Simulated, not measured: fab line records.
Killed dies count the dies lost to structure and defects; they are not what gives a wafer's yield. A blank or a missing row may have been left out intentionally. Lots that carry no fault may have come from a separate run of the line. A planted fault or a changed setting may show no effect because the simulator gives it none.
The tool behind it: which one? | flow n5 finfet | 11 lots, 32 wafers sampled, at 3 steps of a route of 1938

== WHAT EACH GAUGE READ, for each wafer ==
N5_HKMG_FIN_CD_MEAS_49: the cd target is 202 nm. Usual: cd nm 202.2 nm, standard deviation 0.66.
lot  | measured    | on        | cd nm (nm)        | flag
L168 | day 4 06:55 | cd sem-03 | 202.4 202.2 201.9 |
L171 | day 5 05:18 | cd sem-01 | 202.1 202.3 203.0 |
L172 | day 5 11:08 | cd sem-02 | 203.3 201.8 202.9 |
L173 | day 5 14:29 | cd sem-03 | 203.0 201.4 202.3 |
L175 | day 5 23:21 | cd sem-03 | 212.9 200.4       | OFF
L184 | day 8 06:43 | cd sem-03 | 202.5 202.9 201.7 |
L185 | day 8 09:15 | cd sem-03 | 202.5 201.8 202.3 |
L187 | day 8 23:16 | cd sem-01 | 201.7 201.9 202.4 |
L188 | day 9 07:33 | cd sem-01 | 202.4 201.5 202.3 |
L189 | day 9 12:44 | cd sem-03 | 202.3 202.3 201.0 |
L190 | day 9 20:23 | cd sem-03 | 201.4 201.6 200.9 |

== EACH LOT AND THE TOOL THAT RAN IT (in order: tool; ch and the chambers of the sampled wafers; start) ==
lot  | N5_SDB_CUT_ETCH_26              | N5_HKMG_FIN_EXPOSE_46
L168 | rie si-01 ch 0,2,3, day 4 01:47 | arfi scanner-01 ch 0, day 4 06:47
L171 | rie si-04 ch 1,3, day 5 00:23   | arfi scanner-01 ch 0, day 5 05:11
L172 | rie si-01 ch 0,1,3, day 5 06:14 | arfi scanner-01 ch 0, day 5 11:01
L173 | rie si-01 ch 0,1,2, day 5 09:43 | arfi scanner-01 ch 0, day 5 14:22
L175 | rie si-01 ch 0,1, day 5 18:29   | arfi scanner-01 ch 0, day 5 23:14
L184 | rie si-05 ch 1,2,3, day 8 01:59 | arfi scanner-03 ch 0, day 8 06:35
L185 | rie si-05 ch 0,3, day 8 04:28   | arfi scanner-02 ch 0, day 8 09:08
L187 | rie si-04 ch 0,3, day 8 17:59   | arfi scanner-03 ch 0, day 8 23:09
L188 | rie si-05 ch 0,1,2, day 9 02:44 | arfi scanner-02 ch 0, day 9 07:26
L189 | rie si-04 ch 0,1,2, day 9 07:46 | arfi scanner-02 ch 0, day 9 12:37
L190 | rie si-01 ch 0,2,3, day 9 15:33 | arfi scanner-01 ch 0, day 9 20:16
- N5_SDB_CUT_ETCH_26: etches Si in HBr/Cl2/O2, target depth 129.6 nm, bt time 20 s, time 51.8 s.
- N5_HKMG_FIN_EXPOSE_46: exposes mask NDIPOLE.

== AS READ BY THE TOOLS THEMSELVES (means over the sampled wafers that have a number; for cases with no such wafer, the mark the record gives instead) ==
N5_SDB_CUT_ETCH_26. Usual: O2_flow_sccm 12.00 sccm, standard deviation 0.036; drypump motor current A 5.6 A, standard deviation 0.48; oes product au 1.000 a.u., standard deviation 0.018; throttle valve pct 37.2 %, standard deviation 0.37.
lot  | tool      | O2_flow_sccm (sccm) | drypump motor current A (A) | oes product au (a.u.) | throttle valve pct (%) | flag
L168 | rie si-01 | 12.01               | 5.8                         | 0.997                 | 37.1                   |
L171 | rie si-04 | 12.00               | 5.6                         | 0.993                 | 37.5                   |
L172 | rie si-01 | 11.99               | 5.8                         | 1.012                 | 37.3                   |
L173 | rie si-01 | 11.97               | 5.7                         | 0.996                 | 37.2                   |
L175 | rie si-01 | 12.00               | 5.8                         | 0.997                 | 37.2                   |
L184 | rie si-05 | 12.00               | 5.8                         | 0.994                 | 37.0                   |
L185 | rie si-05 | 12.00               | 6.1                         | 0.995                 | 36.9                   |
L187 | rie si-04 | 11.99               | 4.9                         | 1.002                 | 37.0                   |
L188 | rie si-05 | 12.01               | 6.0                         | 0.998                 | 36.9                   |
L189 | rie si-04 | 12.02               | 5.2                         | 1.006                 | 37.2                   |
L190 | rie si-01 | 11.97               | 5.8                         | 0.996                 | 37.2                   |

== THE ANSWER, worked out from the rows above alone ==
Rule: take the mean of a lot's wafers that have a number; if it is more than 3 standard deviations from the usual mean, the lot is off. Also off: a lot with no number at a reading for which 4 or more lots have one. Where the step has rows for the other lots, those lots are counted as sound. Order of review: gauges by route order, followed by the tools' own readings, for which a lot's mean as printed above is used. At the first step where some lot is off, the reading lying furthest off is the one used; lots without a number count as furthest.
Off: L175, at N5_HKMG_FIN_CD_MEAS_49 (cd nm).
A tool fits if, at a process step before that reading, it ran every lot that is off, and no sound lot after the first of them. Gauges at N5_HKMG_FIN_CD_MEAS_49: tried the same way as those tools. Not one of the candidates tried fits.

== WHAT HAD BEEN PUT IN BY THE SIMULATOR ==
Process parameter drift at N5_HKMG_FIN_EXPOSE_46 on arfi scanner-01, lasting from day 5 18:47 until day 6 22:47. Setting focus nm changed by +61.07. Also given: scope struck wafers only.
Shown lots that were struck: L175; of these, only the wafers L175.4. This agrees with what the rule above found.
